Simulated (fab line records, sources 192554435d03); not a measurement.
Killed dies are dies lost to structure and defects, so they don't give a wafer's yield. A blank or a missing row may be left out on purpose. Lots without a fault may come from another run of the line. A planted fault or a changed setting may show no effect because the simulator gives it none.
A struck lot beside a sound one | flow n5_finfet | 35 steps out of a route of 1938
Sound: wafers L387.1, L387.3, L387.6. Struck: wafers L391.1, L391.2, L391.3. The cause comes at the end.
At each step with rows: each side's tool, then ch and its chambers, then its first start. Under that, the readings that differ: sound wafers | struck wafers | difference of the means | sigmas: that difference in standard deviations of wafers without a fault.
alike: readings whose means differ by less than 2 such deviations, and words and numbers that are the same on both sides. not compared: withheld readings, readings that some wafer has no value for, bounds like >300 that may hide the same value, and numbers for which the record gives no deviation and whose values overlap.
The two part at a step that has a row with sigmas, a row that says differs or no value, or rows on one side only. Numbers that don't overlap but have no deviation are shown without sigmas and don't part them. A reading that every wafer of one side lacks parts them only if that side has two wafers or more.

first, 8 steps without rows for these wafers: N5_BEOL_M7_SPUTTER_48 (material Cu, target thk 10 nm, time 1.667 s); N5_BEOL_M7_ECD_50 (material Cu, target thk 300 nm); N5_BEOL_M7_ANNEAL_51 (time 90 s); N5_BEOL_M7_CMP_52 (polishes, stops on SiCOH lowk, t overpolish 6.9 s, target thk 80 nm); N5_BEOL_M7_PRE_CLEAN_55 (time 15 s); N5_BEOL_M7_DEP_56 (deposits SiCN from 3MS/NH3, target thk 10 nm, time 17.5 s); N5_BEOL_M8_ILD_DEP_00 (deposits SiCOH lowk from DEMS/porogen, target thk 179.75 nm, time 33.4 s); N5_BEOL_M8_CURE_74 (cures SiCOH lowk, time 240 s).
N5_BEOL_M8_PECVD_70: deposits SiO2 from TEOS/O2, target thk 20 nm, time 22.7 s.
  sound on pecvd-04 ch 0,2, day 12 22:08; struck on pecvd-04 ch 0,1,2, day 14 04:28
  reading                                    | sound                | struck               | difference | sigmas
  susceptor_temp_C (C)                       | 399.97 400.04 399.80 | 407.50 407.66 407.85 | +7.73      | +35
  model.SiO2_of_BEOL_M8_PECVD_70.thk_nm (nm) | 20 19.8 20.2         | 19 18.8 18.6         | -1         |
  alike: chamber_pressure_Torr, heater_power_w, showerhead_plenum_p_Torr, throttle_valve_pct
  not compared: since_wet_clean_h
then, 25 steps without rows for these wafers: N5_BEOL_M8_HM_DEP_02 (deposits TiN, target thk 20 nm); N5_BEOL_M8_COAT_59 (time 60 s, resist thk 100 nm); N5_BEOL_M8_COAT_60 (time 60 s, resist thk 35 nm); N5_BEOL_M8_COAT_05 (resist thk 90 nm); N5_BEOL_M8_EBR_07; N5_BEOL_M8_SOFTBAKE_06 (time 60 s); N5_BEOL_M8_EXPOSE_08 (exposes mask M8); N5_BEOL_M8_PEB_09 (peb time 60 s); N5_BEOL_M8_DEVELOP_10 (develop time 30 s); N5_BEOL_M8_DESCUM_16 (chemistry O2, time 7.9 s); N5_BEOL_M8_ETCH_61 (etches SiARC in CF4, target depth 45.5 nm, time 75.8 s); N5_BEOL_M8_ETCH_62 (etches SOC in N2/H2, target depth 110 nm, overetch 22 nm, time 165 s); N5_BEOL_M8_STRIP_68 (strips in N2/H2); N5_BEOL_M8_STRIP_67 (strips in CF4); N5_BEOL_M8_HM_OPEN_17 (chemistry Cl2/BCl3, target TiN, target depth 20 nm, overetch 6 nm); N5_BEOL_M8_STRIP_19 (strips in O2); N5_BEOL_M8_COAT_63 (time 60 s, resist thk 60 nm); N5_BEOL_M8_COAT_64 (time 60 s, resist thk 12 nm); N5_BEOL_M8_COAT_71 (time 60 s, resist thk 5 nm); N5_BEOL_M8_COAT_22 (resist thk 30 nm); N5_BEOL_M8_EBR_24; N5_BEOL_M8_SOFTBAKE_23 (time 60 s); N5_BEOL_M8_EXPOSE_25 (exposes mask V7, target cd 40 nm); N5_BEOL_M8_PEB_26 (peb time 60 s); N5_BEOL_M8_DEVELOP_27 (develop time 30 s).
N5_BEOL_M8_HM_STRIP_39: strips TiN in peroxide tin strip, target depth 25 nm, time 158 s.
  sound on wet_bench-01 ch 1,2,6, day 13 02:41; struck on wet_bench-03 ch 0,1,5, day 14 07:14
  reading                                    | sound      | struck         | difference | sigmas
  model.SiO2_of_BEOL_M8_PECVD_70.thk_nm (nm) | 20 19.8 20 | 18.8 18.6 18.6 | -1.3       |

WHERE THEY PART
Only at N5_BEOL_M8_PECVD_70, within this record.

WHY: what the simulator had put in
Process parameter drift: pecvd-04, from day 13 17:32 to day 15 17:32, at N5_BEOL_M8_PECVD_70. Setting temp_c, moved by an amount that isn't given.
